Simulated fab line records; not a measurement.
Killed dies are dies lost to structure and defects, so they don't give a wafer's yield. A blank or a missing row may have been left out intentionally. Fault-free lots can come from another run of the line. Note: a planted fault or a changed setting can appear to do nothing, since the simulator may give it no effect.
Matching of chambers | flow nandHarc | rieDiel-08 running NHARC_P_BONDPAD_DESCUM_11: 4 sister chambers
The step chemistry O2, time 3 s. 8 wafers are shown with their chamber, then 9 later ones without.

WAFERS PAIRED WITH THEIR CHAMBERS
wafer  | chamber | oesProductAu (a.u.) | throttleValvePct (%)
L077.5 | 3       | 1.008               | 11.303
L081.3 | 2       | 0.983               | 11.310
L084.4 | 3       | 1.029               | 11.307
L084.5 | 2       | 0.978               | 11.307
L085.6 | 1       | 0.982               | 11.309
L086.3 | 1       | 0.997               | 11.315
L086.4 | 0       | 1.017               | 11.312
L086.6 | 0       | 1.014               | 11.303

WAFERS MISSING THEIR CHAMBER
wafer  | oesProductAu (a.u.) | throttleValvePct (%)
L091.3 | 0.977               | 11.307
L091.5 | 1.028               | 11.317
L091.6 | 1.022               | 11.327
L095.1 | 0.986               | 11.303
L095.4 | 1.022               | 11.306
L095.5 | 0.990               | 11.322
L097.1 | 1.021               | 11.306
L097.3 | 0.977               | 11.299
L097.6 | 1.020               | 11.318

WHICH CHAMBER EACH WENT THROUGH
wafer  | from the rows above               | in truth
L091.3 | can't be placed: 2 or 1           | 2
L091.5 | can't be placed: 0 or 3 or 1      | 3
L091.6 | can't be placed: 0 or 1 or 3 or 2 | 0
L095.1 | can't be placed: 2 or 1 or 0      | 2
L095.4 | can't be placed: 3 or 0           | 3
L095.5 | can't be placed: 1 or 2           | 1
L097.1 | can't be placed: 3 or 0           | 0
L097.3 | can't be placed: 2 or 1           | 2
L097.6 | can't be placed: 0 or 3 or 1      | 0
0 of 9 placed correctly. These rows do not allow placing 9 (true chamber among the candidates in 9). Wrongly placed: 0.
How it was worked out, from the rows above alone: a wafer's distance from a chamber is the root of the sum, over the readings, of the square of ((its reading less the chamber's mean) divided by the reading's scatter). If the next closest chamber is less than 2 further off than the closest, the wafer can't be placed; otherwise it belongs to the closest. For every chamber, the mean is computed from those of its wafers that are shown. The scatter: take each reading less its chamber's mean, square it, sum over the shown wafers, divide by the number of wafers less the number of chambers, and take the root.
